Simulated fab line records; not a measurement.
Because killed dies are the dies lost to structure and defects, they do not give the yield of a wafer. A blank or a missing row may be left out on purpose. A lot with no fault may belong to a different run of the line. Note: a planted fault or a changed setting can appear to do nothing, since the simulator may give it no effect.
What tool caused it?    flow nand_harc    Sampling: 13 lots, 39 wafers, 6 of 1302 route steps

WHAT EACH GAUGE READ, for each wafer
NHARC_A_M0_INSPECT_11. Usual: raw_defect_count 83, standard deviation 33.
lot   measured      on                 raw_defect_count  flag
L969  day 22 12:21  defect_inspect-01  138 125 141       
L971  day 22 23:17  defect_inspect-02  102 83 98         
L970  day 23 01:32  defect_inspect-01  78 70 74          
L972  day 23 14:19  defect_inspect-01  111 140 117       
L978  day 25 21:53  defect_inspect-02  82 76 68          
L976  day 26 03:37  defect_inspect-02  77 73 80          
L980  day 26 08:14  defect_inspect-01  70 62 53          
L977  day 26 10:13  defect_inspect-02  110 133 136       
L979  day 26 10:24  defect_inspect-01  37 34 41          
L984  day 28 21:05  defect_inspect-02  63 90 64          
L985  day 29 15:38  defect_inspect-02  124 115 100       
L988  day 29 21:28  defect_inspect-01  113 117 125       
L992  day 32 04:00  defect_inspect-02  47 59 52          

NHARC_A_M0_CD_MEAS_16. Usual: cd_nm 80.0 nm, standard deviation 0.73.
lot   measured      on         cd_nm (nm)      flag
L969  day 22 12:43  cd_sem-03  80.0 80.1 80.0  
L971  day 22 23:38  cd_sem-01  79.6 79.3 79.8  
L970  day 23 01:55  cd_sem-03  80.1 79.6 79.3  
L972  day 23 14:43  cd_sem-01  80.5 80.2 81.3  
L978  day 25 22:15  cd_sem-03  79.1 79.9 78.9  
L976  day 26 03:58  cd_sem-03  81.0 80.4 81.3  
L980  day 26 08:35  cd_sem-03  79.4 79.9 79.1  
L977  day 26 10:34  cd_sem-03  80.8 79.5 79.4  
L979  day 26 10:46  cd_sem-01  80.6 80.8 80.9  
L984  day 28 21:27  cd_sem-03  80.6 79.6 80.6  
L985  day 29 16:01  cd_sem-03  80.0 79.9 80.4  
L988  day 29 21:50  cd_sem-01  80.7 80.4 81.6  
L992  day 32 04:22  cd_sem-02  80.9 80.2 80.9  

NHARC_A_M1_CD_MEAS_09 targets a cd of 120 nm. Usual: cd_nm 119.9 nm, standard deviation 0.48.
lot   measured      on         cd_nm (nm)         flag
L969  day 22 16:17  cd_sem-03  120.1 120.2 120.6  
L971  day 23 03:05  cd_sem-02  119.3 119.4 120.2  
L970  day 23 05:31  cd_sem-03  120.2 119.6 120.2  
L972  day 23 18:17  cd_sem-02  120.1 119.8 120.1  
L978  day 26 02:04  cd_sem-01  120.2 120.3 120.3  
L976  day 26 07:25  cd_sem-03  120.7 119.9 120.4  
L980  day 26 12:10  cd_sem-02  123.7 123.7 123.5  OFF
L977  day 26 15:28  cd_sem-02  122.7 122.8 123.5  OFF
L979  day 26 15:45  cd_sem-01  119.1 119.1 119.7  
L984  day 29 01:01  cd_sem-03  119.3 118.7 119.4  
L985  day 29 19:34  cd_sem-03  119.5 119.9 120.2  
L988  day 30 01:26  cd_sem-03  120.4 120.1 120.9  
L992  day 32 07:58  cd_sem-02  119.6 119.7 119.5  

NHARC_A_M1_INSPECT_11. Usual: raw_defect_count 84, standard deviation 33.
lot   measured      on                 raw_defect_count  flag
L969  day 22 16:24  defect_inspect-01  136 128 135       
L971  day 23 03:13  defect_inspect-02  99 88 91          
L970  day 23 05:38  defect_inspect-02  79 75 75          
L972  day 23 18:25  defect_inspect-01  108 139 113       
L978  day 26 02:11  defect_inspect-02  87 76 71          
L976  day 26 07:32  defect_inspect-01  78 77 78          
L980  day 26 12:18  defect_inspect-02  71 65 56          
L977  day 26 15:35  defect_inspect-01  118 133 132       
L979  day 26 15:52  defect_inspect-01  35 35 44          
L984  day 29 01:10  defect_inspect-02  66 92 70          
L985  day 29 19:41  defect_inspect-02  122 122 104       
L988  day 30 01:34  defect_inspect-01  114 116 120       
L992  day 32 08:05  defect_inspect-01  52 60 48          

NHARC_END_SORT_01. Usual: defect_limited_yield 90.8 % (standard deviation 2.2); killed_at_array 58 (standard deviation 15); killed_at_other 0.8 (standard deviation 1.2); killed_at_periphery 3.5 (standard deviation 2.5); killed_dies 62 (standard deviation 15); killed_open 3.2 (standard deviation 1.7); killed_short 2.4 (standard deviation 1.5).
lot   measured      on         defect_limited_yield (%)  killed_at_array  killed_at_other  killed_at_periphery  killed_dies  killed_open  killed_short  flag
L980  day 27 23:59  prober-01  91.6 92.5 93.1            47 46 40         0 0 1            10 5 6               57 51 47     3 5 2        2 2 1         
L979  day 28 07:02  prober-01  94.2 93.9 93.4            34 32 38         1 1 0            4 8 7                39 41 45     2 2 2        2 2 2         

WHICH TOOL RAN EACH LOT (tool, then ch and the chambers of the sampled wafers, then the start)
lot   NHARC_A_M1_EXPOSE_06
L969  arfi_scanner-03 ch 0, day 22 16:08
L971  arfi_scanner-03 ch 0, day 23 02:57
L970  arfi_scanner-02 ch 0, day 23 05:22
L972  arfi_scanner-01 ch 0, day 23 18:09
L978  arfi_scanner-02 ch 0, day 26 01:56
L976  arfi_scanner-02 ch 0, day 26 07:16
L980  arfi_scanner-01 ch 0, day 26 12:02
L977  arfi_scanner-01 ch 0, day 26 15:20
L979  arfi_scanner-02 ch 0, day 26 15:37
L984  arfi_scanner-03 ch 0, day 29 00:53
L985  arfi_scanner-03 ch 0, day 29 19:25
L988  arfi_scanner-02 ch 0, day 30 01:17
L992  arfi_scanner-03 ch 0, day 32 07:50
- NHARC_A_M1_EXPOSE_06: exposes mask A M1, target cd 120 nm.

AS READ BY THE TOOLS THEMSELVES (means over the sampled wafers that have a number; for cases with no such wafer, the mark the record gives instead)
NHARC_A_M1_EXPOSE_06. Usual: exposure_dose_mJ_cm2 75.05, standard deviation 0.08.
lot   tool             exposure_dose_mJ_cm2  flag
L969  arfi_scanner-03  75.04                 
L971  arfi_scanner-03  74.91                 
L970  arfi_scanner-02  75.04                 
L972  arfi_scanner-01  75.01                 
L978  arfi_scanner-02  75.05                 
L976  arfi_scanner-02  75.03                 
L980  arfi_scanner-01  80.18                 OFF
L977  arfi_scanner-01  79.17                 OFF
L979  arfi_scanner-02  75.07                 
L984  arfi_scanner-03  75.04                 
L985  arfi_scanner-03  75.00                 
L988  arfi_scanner-02  75.04                 
L992  arfi_scanner-03  74.94                 

THE ANSWER, worked out from the rows above alone
Rule: lot off if the mean of its wafers having a number is beyond 3 standard deviations from the usual mean. Also off: a lot with no number at a reading for which 4 or more lots have one. All remaining lots with rows at the step are treated as sound. Order of review: gauges by route order, followed by the tools' own readings, for which a lot's mean as printed above is used. The first step at which some lot is off is used, and at that step the reading that is off furthest; a lot without a number counts as furthest.
Off: L980, L977 (NHARC_A_M1_CD_MEAS_09, cd_nm).
A tool fits if, at a process step before that reading, it ran every lot that is off, and no sound lot after the first of them. The gauges at NHARC_A_M1_CD_MEAS_09 aren't tried: what is off there is off at NHARC_A_M1_EXPOSE_06 too, on other tools, and a gauge's error can't cause that. One candidate fits, namely arfi_scanner-01 at NHARC_A_M1_EXPOSE_06. Its last sound lot is L972 (day 23 18:09), its first lot that is off L980 (day 26 12:02): a fault that began between those two fits.
The tool's own readings at NHARC_A_M1_EXPOSE_06 bear it out: on the lots that are off they differ by more than 5 times the standard deviation of the sound lots' means. exposure_dose_mJ_cm2 reads 79.68 there against 75.02 on the sound lots.

WHAT THE SIMULATOR PUT IN
Process parameter drift: arfi_scanner-01, from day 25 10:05 on, at NHARC_A_M1_EXPOSE_06. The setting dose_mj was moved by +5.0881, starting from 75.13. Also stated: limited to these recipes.
Shown lots that were struck: L980, L977. The rule above reached the same finding.
